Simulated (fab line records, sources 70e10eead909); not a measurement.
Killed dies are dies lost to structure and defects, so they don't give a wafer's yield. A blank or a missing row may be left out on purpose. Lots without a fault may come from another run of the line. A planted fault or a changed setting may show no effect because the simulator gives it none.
Chamber matching | flow nand_harc | NHARC_A_CHANNEL_FILL_D1_CMP_10 on cmp-03: 4 sister chambers
The step polishes, target thk 150 nm. 4 wafers are shown with their chamber, then 7 later ones without.

WAFERS WITH THEIR CHAMBER
wafer  | chamber | motor_current_A (A)
L112.4 | 1       | 12.6
L122.4 | 3       | 12.7
L130.1 | 2       | 14.1
L130.3 | 0       | 11.8

WAFERS WITHOUT THEIR CHAMBER
wafer  | motor_current_A (A)
L130.4 | 13.0
L132.2 | 12.1
L132.4 | 13.8
L132.6 | 11.8
L133.1 | 12.0
L133.3 | 12.4
L133.5 | 11.6

WHICH CHAMBER EACH WENT THROUGH
wafer  | from the rows above          | in truth
L130.4 | can't be placed: 3 or 1      | 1
L132.2 | can't be placed: 0 or 1 or 3 | 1
L132.4 | 2                            | 2
L132.6 | 0                            | 0
L133.1 | can't be placed: 0 or 1      | 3
L133.3 | can't be placed: 1 or 3 or 0 | 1
L133.5 | 0                            | 0
Placed correctly: 3 of 7. Can't be placed from these rows: 4 (the true chamber is among the candidates in 3). Placed wrongly: 0.
How it was worked out, from the rows above alone: a wafer's distance from a chamber is the root of the sum, over the readings, of the square of ((its reading less the chamber's mean) divided by the reading's scatter). The wafer belongs to the nearest chamber; if the next one is less than 2 further off, it can't be placed. A chamber's mean is the mean of its shown wafers. The scatter: with one shown wafer a chamber, the root of the mean of the squares of how far each hidden wafer lies from its nearest shown one.
